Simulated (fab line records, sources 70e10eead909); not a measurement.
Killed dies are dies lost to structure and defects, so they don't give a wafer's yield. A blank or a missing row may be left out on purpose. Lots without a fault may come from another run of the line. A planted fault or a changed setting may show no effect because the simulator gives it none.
Which tool did it? | flow nand_harc | 23 lots, 69 wafers sampled, at 6 steps of a route of 1159

WHAT THE GAUGES READ, wafer by wafer
The record holds no reading of a measuring or inspecting step that can be judged against a usual standard deviation.

WHICH TOOL RAN EACH LOT (tool, then ch and the chambers of the sampled wafers, then the start)
lot  | NHARC_A_STAIRCASE_DESCUM_443       | NHARC_A_STAIRCASE_CMP_450     | NHARC_A_STAIRCASE_ETCHBACK_157     | NHARC_A_STAIRCASE_DEP_471       | NHARC_A_SGD_CUT_ETCH_15                       | NHARC_A_SGD_CUT_CMP_21
L074 | rie_diel-07 ch 0,1,2, day 13 21:04 | cmp-02 ch 0,1,2, day 14 00:20 | rie_diel-09 ch 1,2,3, day 14 01:16 | pecvd-04 ch 0,2, day 14 01:32   | rie_diel-12 ch 1,2,3, day 14 08:37 or earlier | cmp-04 ch 0,1,2, day 14 08:37
L075 | rie_diel-06 ch 1,2, day 13 21:13   | cmp-03 ch 1,2,3, day 14 00:53 | rie_diel-06 ch 0,1,2, day 14 01:46 | pecvd-04 ch 1,2, day 14 02:21   | rie_diel-05 ch 0,3, day 14 08:39 or earlier   | cmp-03 ch 0,1,3, day 14 08:39
L077 | rie_diel-07 ch 0,1, day 14 02:59   | cmp-02 ch 0,1,3, day 14 06:09 | rie_diel-07 ch 1,2,3, day 14 07:05 | pecvd-01 ch 0,1,2, day 14 07:24 | rie_diel-02 ch 1,2, day 14 14:29 or earlier   | cmp-01 ch 1,2,3, day 14 14:29
L079 | rie_diel-09 ch 0,1,2, day 14 09:31 | cmp-03 ch 1,2, day 14 12:39   | rie_diel-09 ch 1,2,3, day 14 13:34 | pecvd-01 ch 1,2, day 14 13:52   | rie_diel-12 ch 0,1,2, day 14 21:10 or earlier | cmp-04 ch 2,3, day 14 21:10
L076 | rie_diel-07 ch 0,2,3, day 14 09:41 | cmp-01 ch 0,2, day 14 12:56   | rie_diel-06 ch 2,3, day 14 13:50   | pecvd-03 ch 0,2, day 14 14:09   | rie_diel-05 ch 0,1,3, day 14 21:17 or earlier | cmp-01 ch 2,3, day 14 21:17
L078 | rie_diel-07 ch 0,2,3, day 14 09:44 | cmp-03 ch 0,2, day 14 14:15   | rie_diel-07 ch 1,2, day 14 15:08   | pecvd-01 ch 0,1,2, day 14 15:33 | rie_diel-12 ch 1,2,3, day 14 21:08 or earlier | cmp-01 ch 0,1, day 14 21:08
L080 | rie_diel-06 ch 1,2,3, day 14 19:16 | cmp-02 ch 1,2,3, day 14 22:56 | rie_diel-06 ch 1,2, day 14 23:55   | pecvd-03 ch 0,2, day 15 00:11   | rie_diel-02 ch 0,1,2, day 15 08:22 or earlier | cmp-04 ch 0,1,2, day 15 08:22
L081 | rie_diel-06 ch 1,2,3, day 15 07:56 | cmp-02 ch 0,1, day 15 11:48   | rie_diel-09 ch 1,3, day 15 12:47   | pecvd-04 ch 0,1, day 15 13:10   | rie_diel-05 ch 2,3, day 15 20:13 or earlier   | cmp-01 ch 1,2,3, day 15 20:13
L083 | rie_diel-09 ch 1,2,3, day 15 08:10 | cmp-01 ch 0,2,3, day 15 11:41 | rie_diel-09 ch 0,1, day 15 12:38   | pecvd-01 ch 0,1, day 15 13:05   | rie_diel-02 ch 0,1,3, day 15 20:16 or earlier | cmp-03 ch 0,1,3, day 15 20:16
L082 | rie_diel-09 ch 2,3, day 15 12:56   | cmp-02 ch 0,3, day 15 16:03   | rie_diel-09 ch 0,2,3, day 15 17:01 | pecvd-04 ch 1,2, day 15 17:17   | rie_diel-05 ch 0,3, day 16 00:12 or earlier   | cmp-01 ch 0,3, day 16 00:12
L084 | rie_diel-09 ch 1,2, day 16 02:45   | cmp-02 ch 1,2,3, day 16 06:26 | rie_diel-07 ch 0,2,3, day 16 07:26 | pecvd-03 ch 0,2, day 16 07:46   | rie_diel-02 ch 1,3, day 16 15:24 or earlier   | cmp-01 ch 0,1,3, day 16 15:24
L085 | rie_diel-06 ch 1,2,3, day 16 02:55 | cmp-01 ch 0,1,3, day 16 06:43 | rie_diel-07 ch 0,1,2, day 16 07:41 | pecvd-04 ch 0,1,2, day 16 08:00 | rie_diel-12 ch 1,2,3, day 16 15:27 or earlier | cmp-04 ch 0,2,3, day 16 15:27
L087 | rie_diel-07 ch 2,3, day 16 16:54   | cmp-01 ch 0,1,3, day 16 20:34 | rie_diel-09 ch 1,2,3, day 16 21:31 | pecvd-01 ch 0,1, day 16 21:44   | rie_diel-05 ch 0,1,3, day 17 05:12 or earlier | cmp-04 ch 1,2,3, day 17 05:12
L086 | rie_diel-09 ch 0,1,2, day 16 17:04 | cmp-03 ch 0,1, day 16 20:43   | rie_diel-07 ch 0,1,3, day 16 21:39 | pecvd-03 ch 0,2, day 16 21:53   | rie_diel-05 ch 0,1,2, day 17 05:11 or earlier | cmp-01 ch 0,1,2, day 17 05:11
L089 | rie_diel-09 ch 1,3, day 17 11:14   | cmp-03 ch 0,1,2, day 17 14:56 | rie_diel-07 ch 0,1,3, day 17 15:50 | pecvd-04 ch 0,2, day 17 16:06   | rie_diel-05 ch 0,1, day 17 22:58 or earlier   | cmp-04 ch 0,1,3, day 17 22:58
L090 | rie_diel-06 ch 1,3, day 17 11:22   | cmp-01 ch 0,1,2, day 17 14:32 | rie_diel-07 ch 0,2, day 17 15:26   | pecvd-04 ch 0,2, day 17 15:42   | rie_diel-12 ch 0,1, day 17 22:59 or earlier   | cmp-01 ch 0,1, day 17 22:59
L093 | rie_diel-09 ch 0,2,3, day 18 01:31 | cmp-01 ch 0,3, day 18 04:38   | rie_diel-06 ch 1,2,3, day 18 05:46 | pecvd-04 ch 0,1, day 18 06:08   | rie_diel-02 ch 0,1,3, day 18 14:25 or earlier | cmp-03 ch 0,1,2, day 18 14:25
L088 | rie_diel-06 ch 1,2,3, day 18 03:17 | cmp-02 ch 1,2,3, day 18 06:41 | rie_diel-09 ch 1,2,3, day 18 07:37 | pecvd-03 ch 1,2, day 18 07:53   | rie_diel-05 ch 1,3, day 18 14:22 or earlier   | cmp-04 ch 0,1,2, day 18 14:22
L092 | rie_diel-09 ch 1,2,3, day 18 04:28 | cmp-02 ch 0,3, day 18 08:22   | rie_diel-09 ch 2,3, day 18 09:16   | pecvd-01 ch 0,2, day 18 09:37   | rie_diel-02 ch 0,1, day 18 14:31 or earlier   | cmp-04 ch 1,2, day 18 14:31
L094 | rie_diel-07 ch 2,3, day 18 21:09   | cmp-02 ch 0,1,3, day 19 00:55 | rie_diel-06 ch 0,1,3, day 19 01:55 | pecvd-04 ch 1,2, day 19 02:11   | rie_diel-02 ch 0,1,2, day 19 09:18 or earlier | cmp-04 ch 1,2,3, day 19 09:18
L096 | rie_diel-09 ch 1,3, day 18 21:12   | cmp-03 ch 0,2,3, day 19 00:27 | rie_diel-07 ch 0,2,3, day 19 01:22 | pecvd-03 ch 0,2, day 19 01:57   | rie_diel-05 ch 2,3, day 19 09:13 or earlier   | cmp-01 ch 1,2,3, day 19 09:13
L095 | rie_diel-06 ch 1,2, day 18 21:22   | cmp-01 ch 2,3, day 19 00:30   | rie_diel-07 ch 0,3, day 19 01:41   | pecvd-01 ch 0,1, day 19 02:01   | rie_diel-12 ch 0,2,3, day 19 09:10 or earlier | cmp-03 ch 1,2,3, day 19 09:10
L097 | rie_diel-09 ch 0,1,2, day 19 10:05 | cmp-01 ch 0,1,3, day 19 13:15 | rie_diel-06 ch 0,3, day 19 14:21   | pecvd-01 ch 0,1,2, day 19 14:45 | rie_diel-05 ch 0,2,3, day 19 21:58 or earlier | cmp-01 ch 0,1,2, day 19 21:58
- NHARC_A_STAIRCASE_DESCUM_443: chemistry O2, time 3 s.
- NHARC_A_STAIRCASE_CMP_450: polishes SiO2, target thk 200 nm.
- NHARC_A_STAIRCASE_ETCHBACK_157: etches the open film in CH3F/O2, target depth 90 nm, time 167.14 s.
- NHARC_A_STAIRCASE_DEP_471: deposits SiO2, target thk 100 nm.
- NHARC_A_SGD_CUT_ETCH_15: etches the open film in CH3F/O2, target depth 75 nm, time 64.3 s.
- NHARC_A_SGD_CUT_CMP_21: polishes, target thk 148.19 nm.

WHAT THE TOOLS THEMSELVES READ (means of the sampled wafers that have a number; where no wafer has one, the mark that the record gives instead)
NHARC_A_STAIRCASE_DESCUM_443.
lot  | tool        | drypump_motor_current_A (A) | oes_product_au (a.u.) | rf_vpp_V (V) | showerhead_plenum_p_Torr (Torr) | throttle_valve_pct (%)
L074 | rie_diel-07 | 6.0                         | 1.011                 | 57.7         | 1.87                            | 11.319
L075 | rie_diel-06 | 5.3                         | 1.000                 | 59.1         | 1.92                            | 11.314
L077 | rie_diel-07 | 6.0                         | 1.022                 | 57.0         | 1.81                            | 11.313
L079 | rie_diel-09 | 5.6                         | 0.999                 | 57.5         | 1.93                            | 11.321
L076 | rie_diel-07 | 6.2                         | 1.004                 | 58.3         | 1.92                            | 11.312
L078 | rie_diel-07 | 6.2                         | 1.014                 | 58.1         | 1.92                            | 11.313
L080 | rie_diel-06 | 5.7                         | 0.997                 | 57.9         | 1.91                            | 11.306
L081 | rie_diel-06 | 5.7                         | 1.008                 | 57.1         | 1.91                            | 11.300
L083 | rie_diel-09 | 6.1                         | 1.001                 | 57.6         | 1.94                            | 11.314
L082 | rie_diel-09 | 6.3                         | 0.992                 | 58.1         | 1.94                            | 11.302
L084 | rie_diel-09 | 6.1                         | 0.996                 | 58.3         | 1.95                            | 11.310
L085 | rie_diel-06 | 5.7                         | 1.006                 | 57.6         | 1.91                            | 11.311
L087 | rie_diel-07 | 5.9                         | 1.008                 | 58.1         | 1.97                            | 11.303
L086 | rie_diel-09 | 5.6                         | 1.005                 | 58.0         | 1.92                            | 11.313
L089 | rie_diel-09 | 6.0                         | 1.003                 | 58.1         | 1.93                            | 11.303
L090 | rie_diel-06 | 6.1                         | 0.991                 | 57.1         | 1.90                            | 11.313
L093 | rie_diel-09 | 5.8                         | 0.998                 | 57.6         | 1.92                            | 11.313
L088 | rie_diel-06 | 5.7                         | 1.004                 | 57.1         | 1.90                            | 11.298
L092 | rie_diel-09 | 6.1                         | 0.995                 | 57.4         | 1.93                            | 11.311
L094 | rie_diel-07 | 6.0                         | 1.007                 | 58.5         | 1.97                            | 11.320
L096 | rie_diel-09 | 5.9                         | 1.000                 | 57.7         | 1.93                            | 11.318
L095 | rie_diel-06 | 5.7                         | 0.987                 | 57.4         | 1.87                            | 11.308
L097 | rie_diel-09 | 5.6                         | 0.997                 | 58.7         | 1.92                            | 11.313

NHARC_A_STAIRCASE_CMP_450.
lot  | tool   | edge_zone_pressure_frac | motor_current_A (A)
L074 | cmp-02 | 0.999                   | 12.2
L075 | cmp-03 | 1.000                   | 12.5
L077 | cmp-02 | 0.997                   | 11.6
L079 | cmp-03 | 1.003                   | 12.8
L076 | cmp-01 | 1.000                   | 11.9
L078 | cmp-03 | 0.999                   | 12.1
L080 | cmp-02 | 1.003                   | 11.8
L081 | cmp-02 | 1.000                   | 13.1
L083 | cmp-01 | 1.000                   | 12.3
L082 | cmp-02 | 0.996                   | 11.8
L084 | cmp-02 | 1.004                   | 11.5
L085 | cmp-01 | 1.004                   | 12.5
L087 | cmp-01 | 1.001                   | 12.4
L086 | cmp-03 | 0.992                   | 12.3
L089 | cmp-03 | 1.004                   | 12.4
L090 | cmp-01 | 0.996                   | 12.2
L093 | cmp-01 | 1.002                   | 12.5
L088 | cmp-02 | 1.001                   | 11.4
L092 | cmp-02 | 1.003                   | 12.1
L094 | cmp-02 | 0.999                   | 11.6
L096 | cmp-03 | 0.997                   | 12.4
L095 | cmp-01 | 0.996                   | 12.6
L097 | cmp-01 | 1.004                   | 12.6

NHARC_A_STAIRCASE_ETCHBACK_157.
lot  | tool        | drypump_motor_current_A (A) | oes_product_au (a.u.) | rf_vpp_V (V) | showerhead_plenum_p_Torr (Torr) | throttle_valve_pct (%)
L074 | rie_diel-09 | 6.1                         | 0.92                  | 244.6        | 2.50                            | 20.673
L075 | rie_diel-06 | 5.6                         | 1.00                  | 243.0        | 2.39                            | 20.664
L077 | rie_diel-07 | 5.9                         | 1.00                  | 243.4        | 2.46                            | 20.672
L079 | rie_diel-09 | 6.1                         | 0.99                  | 244.9        | 2.50                            | 20.663
L076 | rie_diel-06 | 5.4                         | 0.93                  | 244.1        | 2.50                            | 20.668
L078 | rie_diel-07 | 5.8                         | 0.99                  | 244.6        | 2.48                            | 20.660
L080 | rie_diel-06 | 5.7                         | 1.00                  | 244.4        | 2.42                            | 20.661
L081 | rie_diel-09 | 5.9                         | 0.95                  | 244.2        | 2.49                            | 20.663
L083 | rie_diel-09 | 5.5                         | 1.00                  | 244.8        | 2.47                            | 20.660
L082 | rie_diel-09 | 5.8                         | 1.01                  | 244.6        | 2.48                            | 20.664
L084 | rie_diel-07 | 6.2                         | 0.93                  | 244.4        | 2.47                            | 20.664
L085 | rie_diel-07 | 6.0                         | 0.93                  | 244.0        | 2.40                            | 20.654
L087 | rie_diel-09 | 6.1                         | 0.92                  | 245.6        | 2.49                            | 20.670
L086 | rie_diel-07 | 6.3                         | 0.93                  | 243.3        | 2.38                            | 20.661
L089 | rie_diel-07 | 6.2                         | 0.93                  | 243.9        | 2.38                            | 20.664
L090 | rie_diel-07 | 6.3                         | 0.95                  | 243.9        | 2.42                            | 20.658
L093 | rie_diel-06 | 5.7                         | 0.99                  | 243.9        | 2.44                            | 20.660
L088 | rie_diel-09 | 6.1                         | 0.93                  | 245.1        | 2.48                            | 20.659
L092 | rie_diel-09 | 6.2                         | 1.00                  | 243.5        | 2.49                            | 20.664
L094 | rie_diel-06 | 5.9                         | 1.00                  | 245.8        | 2.50                            | 20.661
L096 | rie_diel-07 | 6.2                         | 1.00                  | 243.9        | 2.46                            | 20.665
L095 | rie_diel-07 | 6.5                         | 1.00                  | 243.7        | 2.39                            | 20.652
L097 | rie_diel-06 | 5.8                         | 1.00                  | 246.2        | 2.60                            | 20.665

NHARC_A_STAIRCASE_DEP_471.
lot  | tool     | flow_sccm (sccm) | heater_power_outer_w (W) | heater_power_w (W) | mfc_precursor_sccm (sccm) | throttle_valve_pct (%)
L074 | pecvd-04 | 2642             | 220                      | 462                | 161.5                     | 16.5
L075 | pecvd-04 | 2653             | 279                      | 514                | 161.5                     | 16.8
L077 | pecvd-01 | 2648             | 308                      | 598                | 160.9                     | 15.3
L079 | pecvd-01 | 2656             | 295                      | 594                | 161.2                     | 15.6
L076 | pecvd-03 | 2648             | 307                      | 561                | 161.2                     | 16.6
L078 | pecvd-01 | 2659             | 331                      | 625                | 161.4                     | 15.3
L080 | pecvd-03 | 2661             | 308                      | 565                | 161.5                     | 16.9
L081 | pecvd-04 | 2660             | 194                      | 434                | 161.2                     | 16.0
L083 | pecvd-01 | 2655             | 362                      | 645                | 161.3                     | 15.3
L082 | pecvd-04 | 2648             | 274                      | 512                | 161.2                     | 16.4
L084 | pecvd-03 | 2656             | 372                      | 648                | 161.5                     | 16.9
L085 | pecvd-04 | 2647             | 282                      | 532                | 161.0                     | 16.7
L087 | pecvd-01 | 2648             | 338                      | 635                | 161.2                     | 15.8
L086 | pecvd-03 | 2642             | 333                      | 600                | 161.5                     | 17.1
L089 | pecvd-04 | 2657             | 264                      | 509                | 161.6                     | 16.5
L090 | pecvd-04 | 2643             | 188                      | 420                | 161.4                     | 16.0
L093 | pecvd-04 | 2647             | 225                      | 487                | 161.6                     | 15.7
L088 | pecvd-03 | 2648             | 325                      | 622                | 161.5                     | 16.3
L092 | pecvd-01 | 2652             | 313                      | 594                | 161.7                     | 15.1
L094 | pecvd-04 | 2647             | 283                      | 522                | 161.2                     | 16.5
L096 | pecvd-03 | 2650             | 398                      | 676                | 161.8                     | 16.8
L095 | pecvd-01 | 2653             | 300                      | 561                | 161.9                     | 15.5
L097 | pecvd-01 | 2653             | 284                      | 571                | 161.4                     | 15.1

NHARC_A_SGD_CUT_ETCH_15.
lot  | tool        | drypump_motor_current_A (A) | oes_product_au (a.u.) | rf_vpp_V (V) | showerhead_plenum_p_Torr (Torr) | throttle_valve_pct (%)
L074 | rie_diel-12 | 5.5                         | 0.983                 | 263.5        | 2.42                            | 20.660
L075 | rie_diel-05 | 5.8                         | 0.963                 | 264.6        | 2.49                            | 20.663
L077 | rie_diel-02 | 5.9                         | 0.968                 | 264.5        | 2.53                            | 20.656
L079 | rie_diel-12 | 6.0                         | 0.986                 | 263.2        | 2.42                            | 20.666
L076 | rie_diel-05 | 5.8                         | 0.965                 | 263.3        | 2.44                            | 20.652
L078 | rie_diel-12 | 5.5                         | 0.990                 | 264.0        | 2.42                            | 20.656
L080 | rie_diel-02 | 5.8                         | 0.972                 | 264.1        | 2.44                            | 20.669
L081 | rie_diel-05 | 6.2                         | 0.962                 | 262.2        | 2.32                            | 20.659
L083 | rie_diel-02 | 5.7                         | 0.964                 | 263.5        | 2.48                            | 20.666
L082 | rie_diel-05 | 5.8                         | 0.976                 | 263.6        | 2.49                            | 20.663
L084 | rie_diel-02 | 5.8                         | 0.976                 | 264.9        | 2.56                            | 20.657
L085 | rie_diel-12 | 5.5                         | 0.986                 | 263.4        | 2.42                            | 20.663
L087 | rie_diel-05 | 5.8                         | 0.970                 | 263.4        | 2.44                            | 20.668
L086 | rie_diel-05 | 5.6                         | 0.975                 | 263.5        | 2.45                            | 20.660
L089 | rie_diel-05 | 5.5                         | 0.964                 | 266.0        | 2.53                            | 20.657
L090 | rie_diel-12 | 6.6                         | 0.965                 | 262.8        | 2.34                            | 20.661
L093 | rie_diel-02 | 5.7                         | 0.976                 | 264.2        | 2.47                            | 20.663
L088 | rie_diel-05 | 6.1                         | 0.963                 | 262.0        | 2.34                            | 20.662
L092 | rie_diel-02 | 5.7                         | 0.959                 | 262.5        | 2.38                            | 20.671
L094 | rie_diel-02 | 5.8                         | 0.965                 | 263.3        | 2.44                            | 20.668
L096 | rie_diel-05 | 6.2                         | 0.956                 | 262.5        | 2.32                            | 20.662
L095 | rie_diel-12 | 5.6                         | 0.981                 | 263.2        | 2.39                            | 20.654
L097 | rie_diel-05 | 5.9                         | 0.935                 | 262.4        | 2.41                            | 20.662

NHARC_A_SGD_CUT_CMP_21.
lot  | tool   | edge_zone_pressure_frac | motor_current_A (A) | time_to_endpoint_s (s)
L074 | cmp-04 | 1.003                   | 12.7                | 50
L075 | cmp-03 | 0.998                   | 12.3                | 48
L077 | cmp-01 | 0.999                   | 13.2                | 51
L079 | cmp-04 | 0.997                   | 14.3                | 46
L076 | cmp-01 | 0.996                   | 12.9                | 51
L078 | cmp-01 | 1.003                   | 12.5                | 49
L080 | cmp-04 | 1.001                   | 12.2                | 46
L081 | cmp-01 | 0.999                   | 13.3                | 54
L083 | cmp-03 | 1.005                   | 12.0                | 47
L082 | cmp-01 | 0.999                   | 12.4                | 51
L084 | cmp-01 | 0.999                   | 12.2                | 51
L085 | cmp-04 | 1.006                   | 13.5                | 49
L087 | cmp-04 | 0.992                   | 12.8                | 47
L086 | cmp-01 | 1.001                   | 11.9                | 48
L089 | cmp-04 | 0.999                   | 12.9                | 50
L090 | cmp-01 | 0.995                   | 11.7                | 48
L093 | cmp-03 | 0.994                   | 12.4                | 45
L088 | cmp-04 | 1.003                   | 12.9                | 46
L092 | cmp-04 | 1.000                   | 12.0                | 49
L094 | cmp-04 | 1.001                   | 12.9                | 46
L096 | cmp-01 | 1.000                   | 13.3                | 50
L095 | cmp-03 | 1.000                   | 12.8                | 45
L097 | cmp-01 | 0.998                   | 12.0                | 49

THE ANSWER, worked out from the rows above alone
Rule: what is usual is taken from the lots themselves. Put in order of their means at a reading, lots are off if they are a third of the lots or fewer, leave a main group of 4 or more, and stand apart from it by a gap of 3 or more times the standard deviation of the main group's means; of several such gaps the widest counts. A main group whose means are all the same, to the digits that the tables above print for the reading, isn't used. A lot without any number at a reading at which 4 lots or more have one is off too. The other lots that the step has rows for count as sound. The gauges are gone through in route order, then the tools' own readings, and for those a lot's mean is taken as printed above. The first step at which some lot is off is used, and at that step the reading that is off furthest; a lot without a number counts as furthest.
No lot is off at any reading shown: from this, nothing can be told.

WHAT THE SIMULATOR HAD PUT IN
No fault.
